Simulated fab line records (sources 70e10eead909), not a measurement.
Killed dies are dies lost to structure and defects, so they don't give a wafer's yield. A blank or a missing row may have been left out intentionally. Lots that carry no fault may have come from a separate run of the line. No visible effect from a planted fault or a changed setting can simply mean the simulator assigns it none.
A lot that was struck, set against a sound lot || flow nandHarc || 14 out of 1159 route steps
Sound: these wafers, L393.1, L393.4, L393.6. The struck wafers were L380.4, L380.5, L380.6. At the end, the cause is stated.
At each step with rows: each side's tool, then ch and its chambers, then its first start. Under that, the readings that differ: sound wafers || struck wafers || difference of the means || sigmas: that difference in standard deviations of wafers without a fault.
alike: same words and numbers on both sides, and readings whose means sit less than 2 such deviations apart. not compared: any withheld reading, any reading some wafer has no value for, any bound like >300 that may hide the same value, and any number with overlapping values for which the record gives no deviation.
Wherever a step has rows on one side only, a row that says differs or no value, or a row with sigmas, the two part there. Non-overlapping numbers with no deviation appear without sigmas and do not part them. A reading missing from all wafers of one side parts the sides only when that side holds two or more wafers.

NHARC_A_WL_FILL_STRIP_27: strips in N2/H2, time 20 s.
  sound on plasmaAsher-02 ch 0, day 19 19:22; struck on plasmaAsher-01 ch 0,1, day 16 16:49
  alike: drypumpMotorCurrentA, heaterPowerW
  not compared: rfHoursCounterH
then, 4 steps without rows for these wafers: NHARC_A_WL_FILL_STRIP_28 (strips in post etch residue remover, time 1200 s); NHARC_A_WL_FILL_PRECLEAN_06 (cleans in DIW, time 300 s); NHARC_A_WL_FILL_SRD_07; NHARC_A_WL_FILL_ANNEAL_08 (time 1800 s).
NHARC_A_WL_FILL_ALD_10: deposits SiO2, target thk 50 nm, pulse time 10 s, ald cycles 500.
  sound on aldHk-03 ch 0,2,3, day 20 01:38; struck on aldHk-02 ch 1,2, day 16 23:46
  alike: heaterPowerW, precursorPulseHeightRel
then, 1 step without rows for these wafers: NHARC_A_WL_FILL_ETCHBACK_16 (etches the open film in C4F8/O2/Ar, target depth 88 nm, time 17.6 s).
NHARC_A_WL_FILL_STRIP_29: strips in O2, time 20 s.
  sound on rieDiel-10 ch 0,1, day 20 05:22; struck on rieDiel-10 ch 0,2,3, day 17 04:02
  alike: drypumpMotorCurrentA, oesProductAu, rfVppV, showerheadPlenumPTorr, throttleValvePct
  not compared: rfHoursCounterH
NHARC_A_WL_FILL_ETCHBACK_17: etches the open film in Cl2/BCl3, target depth 4 nm, time 26.7 s.
  sound on rieMetal-01 ch 0,1, day 20 05:27; struck on rieMetal-01 ch 0,1, day 17 04:14
  alike: drypumpMotorCurrentA, oesProductAu
  not compared: rfHoursCounterH
then, 2 steps without rows for these wafers: NHARC_A_WL_FILL_PRECLEAN_18 (cleans in dHF, time 30 s); NHARC_A_WL_FILL_SRD_21.
NHARC_A_WL_FILL_CVD_23: deposits poly-Si, target thk 40 nm, time 800 s.
  sound on lpcvdPoly-01 ch 0, day 20 08:16; struck on lpcvdPoly-01 ch 0, day 18 12:53
  alike: spikeTcBottomC
NHARC_A_WL_FILL_ETCHBACK_26: etches the open film in HBr, target depth 52 nm, time 13.3 s.
  sound on rieSi-04 ch 1,3, day 20 10:51; struck on rieSi-01 ch 2,3, day 18 15:25
  alike: drypumpMotorCurrentA, oesProductAu, throttleValvePct
  not compared: rfHoursCounterH
-- record jumps: 3 days between struck wafers' starts before vs after; left off in module A_WL_FILL, resumes in module END, first step shown is number 1159 of the route --
NHARC_END_SORT_01:
  at this point the record logs the struck wafers (prober-02 ch 0, day 22 01:50) and has no rows for the sound ones

WHERE THEY PART
Only at NHARC_END_SORT_01, as far as this record shows.

WHY: what had been put in by the simulator
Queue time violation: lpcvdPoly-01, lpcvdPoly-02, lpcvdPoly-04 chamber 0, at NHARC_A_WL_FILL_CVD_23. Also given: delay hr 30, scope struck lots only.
